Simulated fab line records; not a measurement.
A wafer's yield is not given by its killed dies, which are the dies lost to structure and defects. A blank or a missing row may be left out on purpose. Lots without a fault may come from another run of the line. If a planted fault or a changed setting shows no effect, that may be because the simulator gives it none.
Lot-split experiment | flow n5-finfet | 39 wafers read across 7 lots, on a route 1938 steps long

## THE SPLIT
At N5_DUMMY_GATE_ETCH_42 (etches SiO2 in CHF3/O2, target depth 3.5 nm, time 31 s), the setting bias-w was moved away from the recipe's 12 W on 15 of the 39 wafers read, by -12.3% to +15.4%. The other wafers ran this setting at the recipe's value.

Reading taken at the split's own step.

## THE READING
rf-vpp-V, in V, at N5_DUMMY_GATE_ETCH_42 (etches SiO2 in CHF3/O2, target depth 3.5 nm, time 31 s). A value of 42.6 V with a standard deviation of 0.98 V is what fault-free wafers of this fab line usually give.

wafer  | tool, chamber at the split | bias-w as run, W | against the recipe | rf-vpp-V, V | against lot-mates on the recipe
L081.1 | rie-diel-01, 2             | 12               | recipe             | 42.6        | -
L081.2 | rie-diel-01, 0             | 10.52            | -12.3%             | 39.3        | -3.2
L081.3 | rie-diel-01, 1             | 12               | recipe             | 42.2        | -
L081.4 | rie-diel-01, 3             | 10.52            | -12.3%             | 36.7        | -5.8
L081.5 | rie-diel-01, 2             | 10.52            | -12.3%             | 37.7        | -4.8
L081.6 | rie-diel-01, 3             | 12               | recipe             | 42.7        | -
L082.1 | rie-diel-01, 1             | 11.09            | -7.6%              | 39.7        | -1.9
L082.2 | rie-diel-01, 3             | 11.09            | -7.6%              | 40.8        | -0.8
L082.3 | rie-diel-01, 2             | 12               | recipe             | 41.3        | -
L082.4 | rie-diel-01, 0             | 11.09            | -7.6%              | 40.4        | -1.2
L082.5 | rie-diel-01, 1             | 12               | recipe             | 42.6        | -
L082.6 | rie-diel-01, 0             | 12               | recipe             | 41.0        | -
L084.1 | rie-diel-03, 0             | 12               | recipe             | 42.3        | -
L084.2 | rie-diel-03, 1             | 12               | recipe             | 43.2        | -
L084.3 | rie-diel-03, 2             | 12               | recipe             | 44.6        | -
L084.4 | rie-diel-03, 2             | 12               | recipe             | 44.6        | -
L084.5 | rie-diel-03, 0             | 12               | recipe             | 41.8        | -
L084.6 | rie-diel-03, 1             | 12               | recipe             | 43.6        | -
L085.2 | rie-diel-03, 3             | 12               | recipe             | 45.0        | -
L085.3 | rie-diel-03, 2             | 12               | recipe             | 41.9        | -
L085.5 | rie-diel-03, 2             | 12               | recipe             | 42.6        | -
L088.1 | rie-diel-03, 3             | 12               | recipe             | 43.0        | -
L088.2 | rie-diel-03, 2             | 13.12            | +9.3%              | 44.8        | +2.2
L088.3 | rie-diel-03, 1             | 13.12            | +9.3%              | 46.6        | +4.0
L088.4 | rie-diel-03, 0             | 12               | recipe             | 42.0        | -
L088.5 | rie-diel-03, 1             | 13.12            | +9.3%              | 46.4        | +3.8
L088.6 | rie-diel-03, 2             | 12               | recipe             | 42.7        | -
L096.1 | rie-diel-03, 2             | 12               | recipe             | 42.8        | -
L096.2 | rie-diel-03, 0             | 12               | recipe             | 43.6        | -
L096.3 | rie-diel-03, 1             | 13.85            | +15.4%             | 47.9        | +4.8
L096.4 | rie-diel-03, 3             | 13.85            | +15.4%             | 47.9        | +4.8
L096.5 | rie-diel-03, 3             | 13.85            | +15.4%             | 48.8        | +5.7
L096.6 | rie-diel-03, 0             | 12               | recipe             | 43.0        | -
L097.1 | rie-diel-04, 1             | 12               | recipe             | 42.0        | -
L097.2 | rie-diel-04, 3             | 13.72            | +14.3%             | 46.8        | +3.2
L097.3 | rie-diel-04, 2             | 12               | recipe             | 45.6        | -
L097.4 | rie-diel-04, 0             | 13.72            | +14.3%             | 46.4        | +2.8
L097.5 | rie-diel-04, 0             | 12               | recipe             | 43.2        | -
L097.6 | rie-diel-04, 3             | 13.72            | +14.3%             | 47.1        | +3.5

THE FIT
A straight line over all 39 wafers: rf-vpp-V changes by +0.337 V for each +1% of bias-w; r = +0.92; the points scatter about the line by 1.1 V.
The same after taking each lot's own level away (the mean of its wafers on the recipe; 39 wafers): +0.3 V for each +1%; r = +0.91; scatter 1 V.
That fit puts the effect of the largest move of bias-w on the reading at 4.6 V.
From 41.63 to 43.60 V: that is the span of the lots' own levels, equal to 2.0 times the standard deviation above.
Thus the slope moves with the lot-to-lot level: the two fits are different.
Check: for one of the wafers moved furthest among these (+15.4%), held out of the fit, the line's prediction against its lot-mates is +4.6 V. Against them it came out at +4.77 V.
Tool readings at the split's step, against how far the setting was moved: rf-vpp-V r = +0.92.

## ADDITIONAL SPLITS CARRIED BY THESE WAFERS
Other splits were also applied to these wafers ahead of the reading. Each is held against what the fit with the lots' levels taken away leaves over:
other split on the same wafers  | wafers away from the commonest value | r with rf-vpp-V (lot level and that fit taken away)
N5_WELL_APT_EPI_41 target-thk-a | 18                                   | +0.05
N5_DUMMY_GATE_EXPOSE_12 dose-mj | 15                                   | -0.18
N5_DUMMY_GATE_ETCH_37 source-w  | 15                                   | -0.03

## THE FILE'S OWN FIT
rf-vpp-V changes by +0.3 V for each +1% of bias-w, r = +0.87.
